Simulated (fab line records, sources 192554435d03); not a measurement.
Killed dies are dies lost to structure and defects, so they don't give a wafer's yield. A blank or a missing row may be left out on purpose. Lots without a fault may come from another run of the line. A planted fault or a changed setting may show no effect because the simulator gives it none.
fab line records | flow n5_finfet
record lots=22 wafers=66 last_day=18
route steps=1938 shown BEOL_M8@1394 BEOL_M9@1421
lots that met no fault: from a run of the same line without faults
start_h: hours from the record's first day to the start of the lot's first wafer shown | wait_h: hours since the lot's step before | " the same as in the row above | L1.1+2: a row that stands for several wafers | - no value, or no start given | * or withheld: withheld | < > ~ a bound
route shown NAME@n: a module of which the file shows steps, and the number in the route of the first | usual: mean/standard deviation of fault-free wafers | same: alike in all rows | chamber/n: place in a boat | sites: the reading at each site | _std_site: their standard deviation | _edge_site: outer sites' mean less inner sites' | radius_mm: how far each site lies from the wafer's centre | mask NAME#n: copy n | behind: the tool/chamber that last shaped the wafer | hold: why the lot was held/for how many hours/how that ended | device: the transistor (n, p or np) that didn't switch | end of line: the same wafers' tests at the end of the route | a step without rows: its recipe alone | killed: dies lost to structure and defects at the first sort, not the wafer's yield | map: a wafer's dies, x killed, . not, _ none there
set.NAME: the setting as run; set.NAME@STEP: as run at that earlier step | model.NAME: the simulator's own value behind a step, which no gauge read
steps of the route over a sample of lots; a table a step, a row a wafer
services: from which hour (start_h, from the record's first day; less than 0 if before it) a tool's chamber was out of use, for how many hours, and why
## steps
# step N5_BEOL_M8_ANNEAL_51
# recipe temp_c=225 time_s=90 ambient=N2
# usual wafer_temp_C_max=226.01/0.26
# columns lot.wafer tool chamber start_h wait_h wafer_temp_C_max
L074.2 rtp_anneal-01 0 201.24 0.1 225.90
L074.3 " 0 " " 226.04
L074.6 " 0 " " 226.08
L076.1 rtp_anneal-02 0 202.01 0.1 226.05
L076.4 " 0 " " 226.12
L076.6 " 0 " " 225.64
L075.2 rtp_anneal-02 0 209.24 0.1 225.97
L075.5 " 0 " " 225.69
L075.6 " 0 " " 225.93
L078.1 rtp_anneal-01 0 211.22 0.1 226.18
L078.3 " 0 " " 225.63
L078.5 " 0 " " 225.69
L079.1 rtp_anneal-01 0 226.46 0.1 225.96
L079.2 " 0 " " 225.30
L079.4 " 0 " " 225.30
L080.1 rtp_anneal-02 0 239.14 0.1 226.10
L080.3 " 0 " " 226.28
L080.4 " 0 " " 226.17
L081.1 rtp_anneal-02 0 247.42 0.1 226.29
L081.3 " 0 " " 226.24
L081.5 " 0 " " 226.14
L083.1 rtp_anneal-02 0 260.08 0.1 226.03
L083.5 " 0 " " 226.32
L083.6 " 0 " " 225.83
L084.3 rtp_anneal-02 0 269.01 0.1 225.79
L084.4 " 0 " " 226.03
L084.5 " 0 " " 226.14
L085.1 rtp_anneal-02 0 276.82 0.7 226.21
L085.4 " 0 " " 226.27
L085.5 " 0 " " 225.99
L086.1 rtp_anneal-02 0 278.76 0.2 226.28
L086.2 " 0 " " 225.92
L086.5 " 0 " " 226.14
L087.3 rtp_anneal-01 0 285.65 0.1 225.85
L087.4 " 0 " " 226.18
L087.6 " 0 " " 226.18
L088.2 rtp_anneal-02 0 288.34 0.1 225.68
L088.3 " 0 " " 225.99
L088.5 " 0 " " 225.94
L089.1 rtp_anneal-02 0 293.82 0.1 225.99
L089.2 " 0 " " 225.73
L089.4 " 0 " " 226.01
L091.1 rtp_anneal-02 0 308.63 0.1 225.88
L091.3 " 0 " " 225.95
L091.4 " 0 " " 226.20
L090.3 rtp_anneal-01 0 309.99 0.3 225.71
L090.4 " 0 " " 226.56
L090.6 " 0 " " 226.45
L092.2 rtp_anneal-02 0 314.76 0.1 225.89
L092.4 " 0 " " 225.90
L092.6 " 0 " " 226.23
L093.2 rtp_anneal-01 0 328.53 0.1 226.19
L093.5 " 0 " " 225.51
L093.6 " 0 " " 225.92
L096.2 rtp_anneal-01 0 334.25 0.8 226.55
L096.3 " 0 " " 226.16
L096.4 " 0 " " 226.23
L095.1 rtp_anneal-01 0 336.79 0.1 226.02
L095.3 " 0 " " 226.12
L095.4 " 0 " " 226.35
L094.1 rtp_anneal-02 0 337.10 0.1 226.06
L094.4 " 0 " " 226.61
L094.6 " 0 " " 226.14
L097.1 rtp_anneal-02 0 359.89 0.1 225.94
L097.2 " 0 " " 226.18
L097.6 " 0 " " 226.16
# step N5_BEOL_M9_STRIP_67
# recipe chemistry=CF4 resist=SiARC power_w=300 bias_power_w=75 pressure_mtorr=50 cf4_flow_sccm=150 rf_frequency_hz=6e+07
# usual cf4_flow_sccm=150.0/0.4 chamber_pressure_mTorr=50.00/0.045 drypump_motor_current_A=5.9/0.54 oes_product_au=0.81/0.088 rf_vpp_V=271.4/1.4 showerhead_plenum_p_Torr=1.80/0.057 throttle_valve_pct=13.53/0.22
# columns lot.wafer tool chamber start_h wait_h cf4_flow_sccm chamber_pressure_mTorr drypump_motor_current_A oes_product_au rf_hours_counter_h rf_vpp_V showerhead_plenum_p_Torr throttle_valve_pct
L074.2 rie_diel-05 2 203.93 0.0 149.8 50.04 6.5 0.88 41 271.0 1.77 13.53
L074.3 " 0 " " 150.3 50.00 5.4 0.70 216 271.1 1.85 13.60
L074.6 " 2 " " 149.9 50.02 6.5 0.89 - 269.9 1.77 13.52
L076.1 rie_diel-04 3 206.42 0.0 149.5 50.03 5.4 0.92 20 273.9 1.91 13.12
L076.4 " 3 " " 150.3 49.98 5.5 0.92 - 274.7 1.91 13.12
L076.6 " 1 " " 150.3 50.04 5.3 0.68 - 272.4 1.84 13.66
L075.2 rie_diel-02 1 212.59 0.0 149.3 49.98 6.2 0.92 9 270.7 1.77 13.38
L075.5 " 1 " " 149.4 49.93 6.2 0.92 - 270.4 1.76 13.39
L075.6 " 2 " " 149.8 49.98 6.8 0.82 - 272.2 1.82 13.83
L078.1 rie_diel-04 1 215.32 0.0 150.7 49.95 5.3 0.68 256 271.0 1.84 13.67
L078.3 " 2 " " 150.8 49.98 5.7 0.68 250 272.1 1.83 13.70
L078.5 " 3 " " 149.7 49.97 5.4 0.91 - 273.0 1.91 13.12
L079.1 rie_diel-02 2 230.11 0.0 150.1 49.98 6.7 0.82 88 270.8 1.82 13.85
L079.2 " 1 " " 149.5 50.01 6.2 0.91 14 271.1 1.76 13.40
L079.4 " 0 " " 149.9 49.95 5.0 0.97 7 273.2 1.91 13.27
L080.1 rie_diel-04 0 243.19 0.0 149.7 50.02 5.4 0.93 8 271.8 1.83 13.56
L080.3 " 2 " " 150.4 50.00 5.7 0.68 261 271.2 1.83 13.70
L080.4 " 3 " " 150.4 49.93 5.5 0.89 33 273.4 1.90 13.16
L081.1 rie_diel-02 2 252.50 0.0 149.9 49.93 6.7 0.80 96 271.8 1.82 13.88
L081.3 " 0 " " 150.1 50.01 5.0 0.95 13 273.1 1.91 13.26
L081.5 " 2 " " 149.8 50.04 6.8 0.81 - 272.7 1.82 13.88
L083.1 rie_diel-05 2 270.55 0.0 149.8 49.96 6.4 0.86 61 269.5 1.77 13.56
L083.5 " 1 " " 149.6 49.94 5.6 0.75 - 269.9 1.73 13.55
L083.6 " 0 " " 149.4 50.02 5.4 0.70 - 273.3 1.84 13.66
L084.3 rie_diel-05 3 271.34 0.0 149.5 50.02 6.4 0.78 126 270.2 1.73 13.54
L084.4 " 1 " " 149.7 49.92 5.6 0.75 164 270.5 1.73 13.55
L084.5 " 0 " " 149.7 50.02 5.4 0.69 - 272.8 1.84 13.65
L085.1 rie_diel-05 0 280.39 0.0 149.6 50.02 5.4 0.69 238 272.5 1.84 13.66
L085.4 " 1 " " 150.4 50.04 5.6 0.75 167 270.3 1.73 13.56
L085.5 " 1 " " 150.3 50.01 5.6 0.74 - 269.7 1.73 13.57
L086.1 rie_diel-02 2 282.10 0.0 150.3 49.95 6.7 0.81 105 271.0 1.81 13.90
L086.2 " 3 " " 148.9 50.05 6.5 0.75 186 270.2 1.77 13.74
L086.5 " 1 " " 150.2 49.99 6.2 0.87 - 269.1 1.76 13.42
L087.3 rie_diel-02 3 289.44 0.0 150.1 49.96 6.5 0.74 188 271.2 1.77 13.74
L087.4 " 0 " " 150.4 49.99 5.0 0.92 23 272.7 1.90 13.30
L087.6 " 1 " " 149.9 50.04 6.2 0.86 - 270.5 1.76 13.42
L088.2 rie_diel-05 2 291.48 0.0 150.3 49.97 6.5 0.85 67 270.1 1.76 13.57
L088.3 " 1 " " 149.8 50.06 5.6 0.75 169 270.0 1.73 13.56
L088.5 " 3 " " 149.9 50.07 6.3 0.77 - 270.2 1.73 13.55
L089.1 rie_diel-02 1 296.28 0.0 150.2 49.93 6.2 0.87 32 270.1 1.76 13.44
L089.2 " 0 " " 149.9 50.01 5.0 0.92 25 272.9 1.91 13.32
L089.4 " 3 " " 150.2 49.99 6.4 0.74 190 272.3 1.77 13.75
L091.1 rie_diel-05 2 314.50 0.0 150.3 50.02 6.5 0.85 73 270.1 1.76 13.60
L091.3 " 1 " " 150.2 49.98 5.6 0.74 176 270.3 1.73 13.58
L091.4 " 3 " " 149.9 50.03 6.3 0.77 138 270.2 1.73 13.58
L090.3 rie_diel-05 0 314.86 0.0 149.6 50.04 5.5 0.69 248 271.8 1.84 13.65
L090.4 " 2 " " 150.5 50.03 6.5 0.85 73 269.8 1.76 13.58
L090.6 " 0 " " 150.1 49.95 5.5 0.68 - 272.8 1.84 13.67
L092.2 rie_diel-04 2 317.67 0.0 150.3 49.93 5.7 0.97 7 272.4 1.83 13.10
L092.4 " 0 " " 150.2 50.06 5.4 0.89 32 271.7 1.83 13.59
L092.6 " 1 " " 148.8 50.02 5.3 0.89 - 271.8 1.83 13.14
L093.2 rie_diel-02 0 332.40 0.0 149.7 49.96 5.0 0.92 34 273.2 1.90 13.31
L093.5 " 0 " " 149.9 50.03 5.0 0.92 - 272.6 1.90 13.33
L093.6 " 3 " " 150.5 50.12 6.5 0.73 - 270.2 1.77 13.77
L096.2 rie_diel-04 2 337.07 0.0 150.3 49.99 5.7 0.94 13 271.9 1.83 13.13
L096.3 " 3 " " 150.8 49.95 5.5 0.85 63 273.0 1.90 13.21
L096.4 " 1 " " 150.5 49.99 5.4 0.88 27 271.7 1.83 13.15
L095.1 rie_diel-04 2 342.49 0.0 150.2 50.07 5.7 0.94 14 270.7 1.83 13.12
L095.3 " 0 " " 150.2 50.01 5.4 0.87 39 272.3 1.82 13.62
L095.4 " 3 " " 149.6 50.00 5.5 0.85 64 272.4 1.90 13.22
L094.1 rie_diel-02 3 342.73 0.0 150.0 50.08 6.5 0.73 204 271.3 1.77 13.78
L094.4 " 2 " " 149.4 50.04 6.7 0.78 123 272.2 1.81 13.93
L094.6 " 0 " " 150.2 49.98 5.0 0.91 - 271.4 1.90 13.34
L097.1 rie_diel-05 1 364.51 0.0 149.8 50.03 5.6 0.72 195 269.7 1.72 13.63
L097.2 " 0 " " 150.0 50.02 5.5 0.95 7 270.0 1.83 13.13
L097.6 " 2 " " 150.1 49.93 6.5 0.83 - 270.5 1.76 13.62
# step N5_BEOL_M9_ETCH_66
# recipe chemistry=N2/H2 target=SOC target_depth_a=800 overetch_a=160 mask_material=SiARC temp_c=40 time_s=120 ion_energy_ev=200 pressure_mtorr=30 source_w=840 bias_w=150 n2_flow_sccm=200 h2_flow_sccm=200
# usual chamber_pressure_mTorr=29.998/0.028 drypump_motor_current_A=5.9/0.58 oes_product_au=0.63/0.061 rf_vpp_V=524.4/2.5 showerhead_plenum_p_Torr=2.56/0.083 throttle_valve_pct=17.78/0.25
# columns lot.wafer tool chamber start_h wait_h chamber_pressure_mTorr drypump_motor_current_A oes_product_au rf_hours_counter_h rf_vpp_V showerhead_plenum_p_Torr throttle_valve_pct
L074.2 rie_diel-05 0 205.30 0.0 30.014 5.4 0.54 216 526.8 2.62 17.95
L074.3 " 3 " " 29.988 6.3 0.61 105 521.4 2.45 17.81
L074.6 " 2 " " 30.013 6.5 0.68 - 522.4 2.49 17.64
L076.1 rie_diel-04 1 207.22 0.0 29.952 5.3 0.52 253 524.3 2.61 17.94
L076.4 " 3 " " 29.999 5.5 0.70 - 528.6 2.69 17.22
L076.6 " 1 " " 29.996 5.3 0.52 - 525.9 2.61 17.93
L075.2 rie_diel-02 1 213.88 0.0 30.013 6.2 0.70 9 522.2 2.50 17.82
L075.5 " 2 " " 29.984 6.7 0.63 - 524.1 2.57 18.08
L075.6 " 3 " " 30.023 6.5 0.58 - 524.2 2.54 17.92
L078.1 rie_diel-05 3 219.25 0.0 29.995 6.4 0.61 110 522.4 2.45 17.82
L078.3 " 1 " " 29.977 5.6 0.58 149 520.5 2.44 17.71
L078.5 " 0 " " 29.970 5.4 0.53 - 526.3 2.62 17.96
L079.1 rie_diel-04 3 235.21 0.0 30.048 5.5 0.69 30 528.5 2.69 17.21
L079.2 " 2 " " 30.032 5.7 0.52 258 524.6 2.60 17.80
L079.4 " 2 " " 30.002 5.7 0.52 - 524.7 2.60 17.80
L080.1 rie_diel-04 0 245.49 0.0 30.009 5.4 0.71 9 525.7 2.60 17.97
L080.3 " 2 " " 29.989 5.7 0.52 262 526.7 2.60 17.82
L080.4 " 1 " " 29.947 5.3 0.73 1 526.4 2.61 17.53
L081.1 rie_diel-05 2 255.85 0.0 29.978 6.5 0.67 57 522.9 2.48 17.69
L081.3 " 0 " " 30.012 5.5 0.53 232 525.5 2.62 17.97
L081.5 " 3 " " 30.014 6.4 0.60 - 521.3 2.45 17.81
L084.3 rie_diel-04 3 273.18 0.0 29.984 5.5 0.67 43 530.8 2.68 17.23
L084.4 " 0 " " 30.014 5.4 0.69 - 526.5 2.59 17.97
L084.5 " 3 " " 29.950 5.5 0.67 - 527.0 2.68 17.25
L083.1 rie_diel-02 0 273.27 0.0 30.000 5.0 0.72 19 528.0 2.69 17.51
L083.5 " 0 " " 29.970 5.0 0.72 - 528.9 2.69 17.50
L083.6 " 3 " " 29.976 6.5 0.57 - 524.9 2.53 17.94
L086.1 rie_diel-05 0 283.67 0.0 30.014 5.5 0.53 239 525.0 2.61 17.98
L086.2 " 1 " " 29.999 5.6 0.58 167 521.7 2.43 17.73
L086.5 " 1 " " 30.049 5.6 0.58 - 522.3 2.43 17.73
L085.1 rie_diel-04 1 284.29 0.0 30.013 5.3 0.70 12 525.6 2.61 17.54
L085.4 " 0 " " 29.978 5.4 0.68 - 526.3 2.59 17.96
L085.5 " 1 " " 29.980 5.4 0.69 - 525.8 2.61 17.56
L087.3 rie_diel-04 0 290.51 0.0 29.962 5.4 0.69 24 526.6 2.59 17.98
L087.4 " 1 " " 30.031 5.4 0.70 - 523.9 2.61 17.56
L087.6 " 3 " " 30.012 5.5 0.66 - 528.2 2.68 17.26
L088.2 rie_diel-02 2 292.30 0.0 30.013 6.7 0.61 108 523.4 2.56 18.10
L088.3 " 3 " " 30.045 6.5 0.56 189 523.0 2.53 17.96
L088.5 " 3 " " 30.027 6.5 0.57 - 523.1 2.53 17.93
L089.1 rie_diel-02 3 297.97 0.0 30.016 6.5 0.57 190 524.7 2.53 17.96
L089.2 " 0 " " 29.976 5.0 0.71 25 527.8 2.69 17.51
L089.4 " 2 " " 30.021 6.7 0.61 110 523.5 2.56 18.11
L091.1 rie_diel-02 0 315.51 0.0 30.043 5.0 0.70 31 526.6 2.69 17.51
L091.3 " 3 " " 29.994 6.5 0.57 196 522.4 2.53 17.97
L091.4 " 2 " " 29.943 6.7 0.61 115 524.4 2.55 18.13
L090.3 rie_diel-02 2 316.13 0.0 30.004 6.7 0.60 115 524.2 2.55 18.12
L090.4 " 1 " " 29.991 6.2 0.66 39 522.8 2.48 17.89
L090.6 " 0 " " 30.050 5.1 0.71 - 527.1 2.69 17.52
L092.2 rie_diel-02 3 320.11 0.0 29.992 6.5 0.56 197 525.3 2.52 17.96
L092.4 " 0 " " 30.024 5.0 0.69 33 527.7 2.69 17.52
L092.6 " 3 " " 29.976 6.4 0.57 - 523.2 2.52 17.96
L093.2 rie_diel-02 0 333.41 0.0 29.991 5.1 0.69 35 526.7 2.69 17.52
L093.5 " 3 " " 29.968 6.5 0.57 - 521.7 2.52 17.96
L093.6 " 0 " " 30.030 5.0 0.70 - 527.5 2.69 17.54
L096.2 rie_diel-05 1 341.09 0.0 30.050 5.6 0.56 185 520.8 2.42 17.77
L096.3 " 2 " " 29.968 6.5 0.65 82 522.9 2.47 17.75
L096.4 " 3 " " 29.964 6.3 0.59 - 520.8 2.44 17.88
L095.1 rie_diel-02 3 343.72 0.0 30.009 6.5 0.56 205 522.5 2.52 17.97
L095.3 " 0 " " 30.013 5.1 0.70 37 527.2 2.68 17.51
L095.4 " 1 " " 29.997 6.2 0.63 48 522.1 2.48 17.91
L094.1 rie_diel-02 0 344.26 0.0 30.028 5.0 0.69 37 526.2 2.68 17.54
L094.4 " 2 " " 30.002 6.7 0.60 124 523.9 2.55 18.15
L094.6 " 0 " " 30.021 5.0 0.69 - 527.6 2.68 17.53
L097.1 rie_diel-02 1 365.84 0.0 30.019 6.2 0.64 55 522.1 2.48 17.92
L097.2 " 2 " " 29.933 6.7 0.60 130 524.8 2.55 18.15
L097.6 " 2 " " 29.945 6.8 0.60 - 524.2 2.55 18.16
# step N5_BEOL_M9_ETCH_41
# recipe chemistry=CH3F/O2 target=SiCN target_depth_a=366 taper_deg=2 time_s=70.1 ion_energy_ev=120 mask_material=TiN pressure_mtorr=30 source_w=395 bias_w=75 Ar_flow_sccm=150 CH3F_flow_sccm=30 O2_flow_sccm=20
# usual chamber_pressure_mTorr=30.002/0.028 drypump_motor_current_A=5.9/0.58 mfc_ar_sccm=150.0/0.47 oes_product_au=0.82/0.086 rf_vpp_V=297.6/1.6 showerhead_plenum_p_Torr=2.02/0.065 throttle_valve_pct=16.27/0.24
# columns lot.wafer tool chamber start_h wait_h chamber_pressure_mTorr drypump_motor_current_A mfc_ar_sccm oes_product_au rf_hours_counter_h rf_vpp_V showerhead_plenum_p_Torr throttle_valve_pct
L074.2 rie_diel-05 0 - - 30.015 5.4 150.2 0.70 216 298.7 2.05 16.28
L074.3 " 3 " " 30.036 6.3 149.8 0.79 106 296.2 1.92 16.15
L074.6 " 2 " " 30.009 6.5 150.2 0.88 - 296.5 1.96 16.26
L076.1 rie_diel-04 1 - - 29.979 5.4 150.2 0.67 253 299.4 2.06 16.33
L076.4 " 3 " " 30.001 5.5 149.5 0.91 - 297.5 2.13 15.87
L076.6 " 1 " " 29.995 5.4 149.8 0.67 - 298.1 2.06 16.35
L075.2 rie_diel-02 1 - - 30.031 6.2 150.4 0.92 9 296.8 1.97 16.22
L075.5 " 2 " " 29.952 6.7 150.2 0.81 - 298.6 2.02 16.57
L075.6 " 3 " " 30.050 6.4 149.4 0.76 - 297.5 1.99 16.44
L078.1 rie_diel-05 3 - - 30.000 6.3 150.2 0.78 110 296.8 1.92 16.18
L078.3 " 1 " " 29.994 5.6 149.9 0.75 149 294.9 1.93 16.24
L078.5 " 0 " " 29.949 5.5 151.4 0.70 - 298.4 2.05 16.28
L079.1 rie_diel-04 3 - - 30.041 5.5 149.6 0.89 30 300.6 2.13 15.92
L079.2 " 2 " " 30.031 5.7 149.5 0.68 258 297.7 2.06 16.45
L079.4 " 2 " " 29.990 5.7 149.8 0.69 - 297.3 2.06 16.45
L080.1 rie_diel-04 0 - - 29.967 5.4 149.1 0.94 9 298.0 2.04 16.36
L080.3 " 2 " " 29.987 5.7 149.5 0.68 262 297.4 2.06 16.46
L080.4 " 1 " " 29.967 5.3 150.0 0.98 1 297.9 2.06 15.87
L081.1 rie_diel-05 2 - - 30.016 6.5 149.0 0.87 57 296.5 1.96 16.28
L081.3 " 0 " " 30.011 5.4 150.2 0.70 232 298.5 2.05 16.30
L081.5 " 3 " " 30.000 6.4 150.4 0.77 - 295.6 1.91 16.20
L084.3 rie_diel-04 3 - - 30.016 5.5 150.4 0.87 43 298.9 2.13 15.93
L084.4 " 0 " " 30.015 5.4 150.9 0.91 - 297.8 2.04 16.37
L084.5 " 3 " " 30.018 5.5 150.1 0.87 - 298.5 2.13 15.96
L083.1 rie_diel-02 0 - - 30.064 5.0 150.1 0.95 19 300.5 2.11 15.93
L083.5 " 0 " " 30.022 5.0 150.3 0.96 - 300.5 2.11 15.93
L083.6 " 3 " " 29.959 6.5 149.4 0.73 - 296.6 1.99 16.48
L086.1 rie_diel-05 0 - - 29.999 5.5 149.7 0.69 239 299.2 2.05 16.33
L086.2 " 1 " " 30.029 5.6 150.0 0.74 167 295.6 1.92 16.26
L086.5 " 1 " " 30.035 5.6 149.7 0.74 - 295.9 1.92 16.27
L085.1 rie_diel-04 1 - - 29.983 5.3 150.7 0.92 12 297.8 2.05 15.89
L085.4 " 0 " " 29.980 5.4 150.0 0.90 - 298.0 2.04 16.38
L085.5 " 1 " " 30.012 5.3 150.5 0.94 - 296.7 2.05 15.91
L087.3 rie_diel-04 0 - - 30.022 5.4 150.5 0.89 24 298.3 2.04 16.39
L087.4 " 1 " " 29.979 5.4 150.0 0.91 - 299.0 2.05 15.89
L087.6 " 3 " " 29.951 5.5 150.2 0.86 - 297.7 2.12 15.93
L088.2 rie_diel-02 2 - - 30.022 6.7 150.5 0.78 108 297.5 2.01 16.63
L088.3 " 3 " " 30.004 6.5 150.1 0.73 189 296.7 1.99 16.49
L088.5 " 3 " " 30.036 6.5 150.5 0.73 - 296.6 1.99 16.49
L089.1 rie_diel-02 3 - - 29.977 6.5 150.3 0.73 191 296.6 1.99 16.50
L089.2 " 0 " " 30.033 5.1 151.0 0.94 26 299.5 2.11 15.94
L089.4 " 2 " " 29.965 6.7 149.8 0.78 110 298.9 2.01 16.63
L091.1 rie_diel-02 0 - - 29.946 5.0 150.5 0.92 31 300.6 2.10 15.96
L091.3 " 3 " " 30.001 6.5 150.7 0.73 196 297.1 1.98 16.50
L091.4 " 2 " " 30.014 6.7 149.5 0.76 115 297.0 2.01 16.63
L090.3 rie_diel-02 2 - - 30.024 6.7 150.7 0.77 115 297.0 2.01 16.63
L090.4 " 1 " " 30.025 6.2 150.7 0.85 39 296.6 1.96 16.28
L090.6 " 0 " " 30.021 5.1 149.6 0.93 - 300.4 2.10 15.95
L092.2 rie_diel-02 3 - - 30.000 6.5 150.2 0.73 197 296.9 1.98 16.51
L092.4 " 0 " " 29.997 5.0 149.6 0.92 33 300.3 2.10 15.95
L092.6 " 3 " " 30.044 6.5 149.7 0.72 - 294.8 1.98 16.49
L093.2 rie_diel-02 0 - - 29.968 5.0 149.9 0.92 35 299.9 2.10 15.97
L093.5 " 3 " " 30.016 6.5 149.7 0.72 - 296.1 1.98 16.51
L093.6 " 0 " " 30.014 5.1 149.9 0.92 - 300.5 2.10 15.95
L096.2 rie_diel-05 1 - - 29.991 5.6 150.2 0.72 185 294.1 1.91 16.29
L096.3 " 2 " " 29.999 6.5 149.4 0.83 82 295.0 1.95 16.34
L096.4 " 3 " " 29.956 6.3 150.0 0.74 - 296.4 1.91 16.24
L095.1 rie_diel-02 3 - - 29.994 6.5 149.9 0.72 205 295.2 1.98 16.52
L095.3 " 0 " " 30.007 5.0 149.9 0.92 37 298.4 2.10 15.96
L095.4 " 1 " " 30.005 6.2 149.3 0.83 48 295.9 1.96 16.28
L094.1 rie_diel-02 0 - - 29.966 5.1 150.5 0.91 37 298.6 2.10 15.95
L094.4 " 2 " " 30.034 6.7 150.2 0.76 124 298.5 2.01 16.65
L094.6 " 0 " " 30.001 5.1 150.9 0.92 - 299.3 2.10 15.96
L097.1 rie_diel-02 1 - - 30.013 6.2 149.3 0.83 55 296.5 1.96 16.31
L097.2 " 2 " " 29.962 6.7 150.8 0.77 130 297.3 2.00 16.68
L097.6 " 2 " " 30.022 6.7 150.3 0.76 - 299.6 2.00 16.66
# step N5_BEOL_M9_PRE_CLEAN_45
# recipe gas=H2/He time_s=30 temp_c=250
# usual heater_power_w=335/26
# columns lot.wafer tool chamber start_h wait_h heater_power_w
L074.2 pvd_sputter-03 - 206.56 0.0 322
L074.3 " - " " 320
L074.6 " - " " 322
L076.1 pvd_sputter-03 - 208.16 0.0 316
L076.4 " - " " 323
L076.6 " - " " 348
L075.2 pvd_sputter-03 - 214.93 0.0 319
L075.5 " - " " 334
L075.6 " - " " 353
L078.1 pvd_sputter-01 - 220.36 0.0 308
L078.3 " - " " 355
L078.5 " - " " 295
L079.1 pvd_sputter-01 - 237.90 0.0 359
L079.2 " - " " 394
L079.4 " - " " 298
L080.1 pvd_sputter-03 - 246.55 0.0 328
L080.3 " - " " 322
L080.4 " - " " 351
L081.1 pvd_sputter-02 - 256.95 0.0 375
L081.3 " - " " 310
L081.5 " - " " 375
L084.3 pvd_sputter-03 - 274.71 0.0 353
L084.4 " - " " 306
L084.5 " - " " 328
L083.1 pvd_sputter-02 - 274.73 0.0 369
L083.5 " - " " 311
L083.6 " - " " 329
L086.1 pvd_sputter-01 - 284.64 0.0 294
L086.2 " - " " 401
L086.5 " - " " 316
L085.1 pvd_sputter-02 - 285.75 0.0 337
L085.4 " - " " 327
L085.5 " - " " 362
L087.3 pvd_sputter-02 - 291.77 0.0 331
L087.4 " - " " 302
L087.6 " - " " 337
L088.2 pvd_sputter-03 - 293.23 0.0 351
L088.3 " - " " 313
L088.5 " - " " 321
L089.1 pvd_sputter-01 - 299.81 0.0 300
L089.2 " - " " 353
L089.4 " - " " 311
L091.1 pvd_sputter-02 - 316.45 0.0 329
L091.3 " - " " 330
L091.4 " - " " 369
L090.3 pvd_sputter-02 - 317.23 0.0 330
L090.4 " - " " 315
L090.6 " - " " 333
L092.2 pvd_sputter-02 - 321.08 0.0 335
L092.4 " - " " 369
L092.6 " - " " 365
L093.2 pvd_sputter-02 - 335.54 0.0 316
L093.5 " - " " 307
L093.6 " - " " 330
L096.2 pvd_sputter-02 - 342.02 0.0 369
L096.3 " - " " 325
L096.4 " - " " 311
L095.1 pvd_sputter-03 - 345.02 0.0 301
L095.3 " - " " 324
L095.4 " - " " 345
L094.1 pvd_sputter-01 - 348.47 0.0 308
L094.4 " - " " 359
L094.6 " - " " 389
L097.1 pvd_sputter-01 - 366.77 0.0 389
L097.2 " - " " 306
L097.6 " - " " 296
# step N5_BEOL_M9_ANNEAL_51
# recipe temp_c=225 time_s=90 ambient=N2
# usual wafer_temp_C_max=226.02/0.26
# columns lot.wafer tool chamber start_h wait_h wafer_temp_C_max
L074.2 rtp_anneal-02 0 208.28 0.5 226.22
L074.3 " 0 " " 226.17
L074.6 " 0 " " 225.58
L076.1 rtp_anneal-01 0 208.93 0.1 226.13
L076.4 " 0 " " 225.94
L076.6 " 0 " " 226.11
L075.2 rtp_anneal-01 0 215.94 0.1 226.06
L075.5 " 0 " " 226.94
L075.6 " 0 " " 225.77
L078.1 rtp_anneal-01 0 221.45 0.2 225.51
L078.3 " 0 " " 226.09
L078.5 " 0 " " 226.21
L079.1 rtp_anneal-01 0 238.70 0.1 225.85
L079.2 " 0 " " 225.95
L079.4 " 0 " " 226.35
L080.1 rtp_anneal-01 0 247.62 0.2 226.25
L080.3 " 0 " " 226.55
L080.4 " 0 " " 226.33
L081.1 rtp_anneal-01 0 257.97 0.1 225.96
L081.3 " 0 " " 226.15
L081.5 " 0 " " 226.12
L084.3 rtp_anneal-01 0 276.08 0.5 226.16
L084.4 " 0 " " 225.72
L084.5 " 0 " " 225.91
L083.1 rtp_anneal-01 0 276.26 0.6 225.70
L083.5 " 0 " " 225.97
L083.6 " 0 " " 226.01
L086.1 rtp_anneal-01 0 285.85 0.1 226.19
L086.2 " 0 " " 226.05
L086.5 " 0 " " 226.10
L085.1 rtp_anneal-01 0 287.76 0.1 226.09
L085.4 " 0 " " 226.26
L085.5 " 0 " " 225.92
L087.3 rtp_anneal-01 0 292.84 0.1 225.75
L087.4 " 0 " " 225.51
L087.6 " 0 " " 226.28
L088.2 rtp_anneal-02 0 294.45 0.1 225.87
L088.3 " 0 " " 226.61
L088.5 " 0 " " 226.05
L089.1 rtp_anneal-01 0 300.73 0.1 225.99
L089.2 " 0 " " 225.69
L089.4 " 0 " " 225.96
L091.1 rtp_anneal-01 0 317.34 0.1 225.89
L091.3 " 0 " " 225.91
L091.4 " 0 " " 226.13
L090.3 rtp_anneal-02 0 318.10 0.1 226.08
L090.4 " 0 " " 226.35
L090.6 " 0 " " 225.82
L092.2 rtp_anneal-01 0 324.90 0.1 225.46
L092.4 " 0 " " 225.66
L092.6 " 0 " " 226.26
L093.2 rtp_anneal-01 0 336.43 0.1 225.66
L093.5 " 0 " " 226.02
L093.6 " 0 " " 225.75
L096.2 rtp_anneal-02 0 343.21 0.1 225.81
L096.3 " 0 " " 225.61
L096.4 " 0 " " 225.49
L095.1 rtp_anneal-02 0 349.01 0.3 225.43
L095.3 " 0 " " 226.20
L095.4 " 0 " " 226.03
L094.1 rtp_anneal-01 0 349.77 0.5 226.09
L094.4 " 0 " " 226.10
L094.6 " 0 " " 226.41
L097.1 rtp_anneal-02 0 369.09 0.2 225.84
L097.2 " 0 " " 226.35
L097.6 " 0 " " 225.86
## services
# columns tool chamber start_h hours kind
rie_diel-04 0 184.42 - clean
rie_diel-04 0 184.42 - consumable_replace:esc
rie_diel-04 0 184.42 - consumable_replace:focus_ring
rie_diel-04 0 184.42 36.4 scheduled_down
rie_diel-04 0 184.42 36.4 vent_cycle
rie_diel-02 0 191.04 - clean
rie_diel-02 0 191.04 - consumable_replace:focus_ring
rie_diel-02 0 191.04 - consumable_replace:showerhead
rie_diel-02 0 191.04 13.5 scheduled_down
rie_diel-02 0 191.04 13.5 vent_cycle
rie_diel-04 1 220.95 - clean
rie_diel-04 1 220.95 - consumable_replace:focus_ring
rie_diel-04 1 220.95 21.6 scheduled_down
rie_diel-04 1 220.95 21.6 vent_cycle
rie_diel-04 2 265.06 - clean
rie_diel-04 2 265.06 - consumable_replace:focus_ring
rie_diel-04 2 265.06 27.9 scheduled_down
rie_diel-04 2 265.06 27.9 vent_cycle
pvd_sputter-01 - 310.44 9.1 repair
rie_diel-02 0 324.30 6.3 repair
rie_diel-05 0 324.47 - clean
rie_diel-05 0 324.47 - consumable_replace:focus_ring
rie_diel-05 0 324.47 21.5 scheduled_down
pvd_sputter-03 - 336.33 4.2 repair
## key
fault none
